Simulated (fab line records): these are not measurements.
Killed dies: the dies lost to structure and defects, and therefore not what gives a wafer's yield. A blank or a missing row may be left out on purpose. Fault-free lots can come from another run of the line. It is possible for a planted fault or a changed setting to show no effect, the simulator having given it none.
What tool caused it? | flow n5-finfet | 12 lots, 34 wafers sampled, at 1 step of a route of 1938

## WHAT THE GAUGES READ, wafer by wafer
N5_BEOL_M14_OCD_MEAS_35.
lot  | measured     | on     | trench-depth-nm (nm)
L310 | day 12 16:20 | ocd-02 | 547 550
L308 | day 12 19:37 | ocd-01 | 559 551 558
L311 | day 12 21:01 | ocd-02 | 573 555 571
L314 | day 13 22:25 | ocd-01 | 552 565 557
L315 | day 14 10:35 | ocd-01 | 547 548 550
L316 | day 14 13:51 | ocd-02 | 554 554 552
L317 | day 15 05:22 | ocd-02 | 547 574 570
L318 | day 15 10:31 | ocd-02 | 547 551 533
L319 | day 15 20:44 | ocd-01 | 550 550 553
L320 | day 15 21:26 | ocd-02 | 549 546
L329 | day 18 03:54 | ocd-01 | 576 565 577
L330 | day 18 17:51 | ocd-02 | 563 556 561

## TOOL THAT RAN EACH LOT (tool first, then ch and the chambers of the sampled wafers, then the start)
Before these readings, the record contains no process step.

## AS READ BY THE TOOLS THEMSELVES (means over the sampled wafers that have a number; for cases with no such wafer, the mark the record gives instead)
The record holds no such reading with a usual standard deviation.

## THE ANSWER, worked out from the rows above alone
Rule: usual is defined by the lots themselves. Put in order of their means at a reading, lots are off if they are a third of the lots or fewer, leave a main group of 4 or more, and stand apart from it by a gap of 3 or more times the standard deviation of the main group's means; of several such gaps the widest counts. Not used: any main group whose means are identical at the precision the tables above print for the reading. Also off: a lot with no number at a reading for which 4 or more lots have one. Where the step has rows for the other lots, those lots are counted as sound. Order of review: gauges by route order, followed by the tools' own readings, for which a lot's mean as printed above is used. At the first step where some lot is off, the reading lying furthest off is the one used; lots without a number count as furthest.
No lot is off on any of the readings shown, so nothing can be concluded from this.

## WHAT THE SIMULATOR PUT IN
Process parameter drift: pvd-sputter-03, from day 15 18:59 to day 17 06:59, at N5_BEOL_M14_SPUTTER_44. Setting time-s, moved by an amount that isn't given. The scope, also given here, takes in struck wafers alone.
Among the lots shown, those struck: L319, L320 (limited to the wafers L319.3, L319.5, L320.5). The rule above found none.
